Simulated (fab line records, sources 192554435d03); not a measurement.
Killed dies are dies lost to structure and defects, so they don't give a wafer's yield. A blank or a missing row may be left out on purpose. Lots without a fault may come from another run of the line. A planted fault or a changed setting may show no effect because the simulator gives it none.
One fault seen from 2 desks | flow n5_finfet | each desk has only its own numbers; what lay behind them comes last

THE TOOL OWNER'S DESK: arfi_scanner-03
The tool's own readings at N5_BEOL_M9_EXPOSE_08 (exposes mask M9): means of the sampled wafers that have a number, for each lot that ran on this tool. A lot is out of limits, marked OUT, if its mean lies more than 4 standard deviations from the usual mean; the brackets give that distance.
Columns: A = exposure_dose_mJ_cm2 at N5_BEOL_M9_EXPOSE_08, usual 53.71
lot  | first seen here | A
L189 | day 9 17:27     | 53.71
L195 | day 10 23:40    | 53.70
L196 | day 11 02:03    | 61.02 (+99 or more) OUT
L197 | day 11 20:43    | 59.68 (+99 or more) OUT
This desk's finding: out of limits on L196, L197; first on L196, day 11 02:03 (exposure_dose_mJ_cm2 at N5_BEOL_M9_EXPOSE_08). In limits: L189, L195.

THE METROLOGY DESK
What the gauges read, lot by lot, whatever tool the lot ran on: means of the sampled wafers that have a number. A lot is out of limits, marked OUT, if its mean lies more than 4 standard deviations from the usual mean; the brackets give that distance. Of its 27 readings 7 are shown: the one that was out of limits first, and those that lie furthest out on some lot.
Columns: A = cd_nm at N5_BEOL_M9_CD_MEAS_11, usual 64.3 nm; B = cd_nm at N5_BEOL_M9_CD_MEAS_18, usual 70.3 nm; C = COMB_M13 at N5_BEOL_M15_RC_MEAS_101, usual 5.4e-12 S/m; D = COMB_M15_max_site at N5_BEOL_M15_RC_MEAS_101, usual 4e-12 S/m; E = SERP_M6 at N5_BEOL_M15_RC_MEAS_101, usual 13.6 ohm/um; F = SERP_M9 at N5_BEOL_M15_RC_MEAS_101, usual 3.01 ohm/um; G = SERP_M9_max_site at N5_BEOL_M15_RC_MEAS_101, usual 3.10 ohm/um
lot  | first seen here | A               | B               | C       | D     | E    | F    | G
L189 | day 9 17:34     | 65.3            | 71.4            | 5.0e-12 | 5e-12 | 13.9 | 2.99 | 3.02
L195 | day 10 23:47    | 64.4            | 70.7            | 6.9e-12 | 5e-12 | 12.8 | 3.04 | 3.11
L194 | day 11 01:59    | 65.2            | 71.2            | 3.2e-12 | 3e-12 | 14.0 | 2.98 | 3.06
L196 | day 11 02:11    | 71.7 (+10) OUT  | 77.1 (+8.6) OUT | 5.5e-12 | 3e-12 | 14.1 | 2.65 | 2.76
L197 | day 11 20:50    | 69.5 (+7.2) OUT | 75.6 (+6.8) OUT | 3.9e-12 | 4e-12 | 14.1 | 2.66 | 2.74
L203 | day 13 13:31    | 63.2            | 69.5            | 6.3e-12 | 5e-12 | 13.5 | 3.00 | 3.05
L206 | day 13 18:41    | 64.1            | 70.5            | 4.8e-12 | 6e-12 | 13.8 | 2.98 | 3.06
This desk's finding: out of limits on L196, L197; first on L196, day 11 02:11 (cd_nm at N5_BEOL_M9_CD_MEAS_11). In limits: L189, L195, L194, L203, L206.

PUT TOGETHER
The tool owner's desk could have raised an alarm at day 11 02:03, on L196, L197.
The metrology desk could have raised an alarm at day 11 02:11, on L196, L197.
Of the lots named, all ran N5_BEOL_M9_EXPOSE_08 on arfi_scanner-03.

WHAT THE SIMULATOR HAD PUT IN
Process parameter drift: arfi_scanner-03, from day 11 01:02 on, at N5_BEOL_M9_EXPOSE_08. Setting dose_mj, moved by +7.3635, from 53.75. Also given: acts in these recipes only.
Lots struck among those shown: L196, L197.
Hours from the fault's start to each desk's first reading out of limits: the tool owner's desk, 1; the metrology desk, 1.
